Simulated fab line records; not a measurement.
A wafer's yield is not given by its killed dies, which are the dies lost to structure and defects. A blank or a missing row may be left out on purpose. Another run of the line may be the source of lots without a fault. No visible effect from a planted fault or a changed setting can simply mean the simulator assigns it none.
Matching of chambers / flow n5-finfet / N5_DUMMY_GATE_ETCH_32 on rie-si-05 has 4 sister chambers
The step etches SiO2 in CF4, target depth 3.5 nm, time 3.9 s. 4 wafers are shown with their chamber, then 11 later ones without.

## WAFERS PAIRED WITH THEIR CHAMBERS
wafer=L083.1; chamber=1; throttle-valve-pct (%)=21.93
wafer=L083.2; chamber=2; throttle-valve-pct (%)=21.51
wafer=L083.4; chamber=0; throttle-valve-pct (%)=21.60
wafer=L084.1; chamber=3; throttle-valve-pct (%)=22.33

## WAFERS WITHOUT THEIR CHAMBER
wafer=L084.2; throttle-valve-pct (%)=21.93
wafer=L084.6; throttle-valve-pct (%)=22.32
wafer=L086.1; throttle-valve-pct (%)=21.93
wafer=L086.3; throttle-valve-pct (%)=21.59
wafer=L086.6; throttle-valve-pct (%)=21.63
wafer=L092.3; throttle-valve-pct (%)=21.49
wafer=L092.4; throttle-valve-pct (%)=21.92
wafer=L092.6; throttle-valve-pct (%)=22.31
wafer=L095.2; throttle-valve-pct (%)=21.50
wafer=L095.3; throttle-valve-pct (%)=21.61
wafer=L095.4; throttle-valve-pct (%)=21.91

## WHICH CHAMBER EACH ONE RAN IN
wafer=L084.2; from the rows above=1; in truth=1
wafer=L084.6; from the rows above=3; in truth=3
wafer=L086.1; from the rows above=1; in truth=1
wafer=L086.3; from the rows above=0; in truth=0
wafer=L086.6; from the rows above=0; in truth=0
wafer=L092.3; from the rows above=2; in truth=2
wafer=L092.4; from the rows above=1; in truth=1
wafer=L092.6; from the rows above=3; in truth=3
wafer=L095.2; from the rows above=2; in truth=2
wafer=L095.3; from the rows above=0; in truth=0
wafer=L095.4; from the rows above=1; in truth=1
11 of 11 placed correctly. From these rows, 0 cannot be placed. 0 placed wrongly.
How it was worked out, from the rows above alone: a wafer's distance from a chamber is the root of the sum, over the readings, of the square of ((its reading less the chamber's mean) divided by the reading's scatter). If the next closest chamber is less than 2 further off than the closest, the wafer can't be placed; otherwise it belongs to the closest. Each chamber's mean is taken over the wafers shown for it. The scatter: root of mean squared gap, hidden wafer to nearest shown wafer, with one shown wafer a chamber.
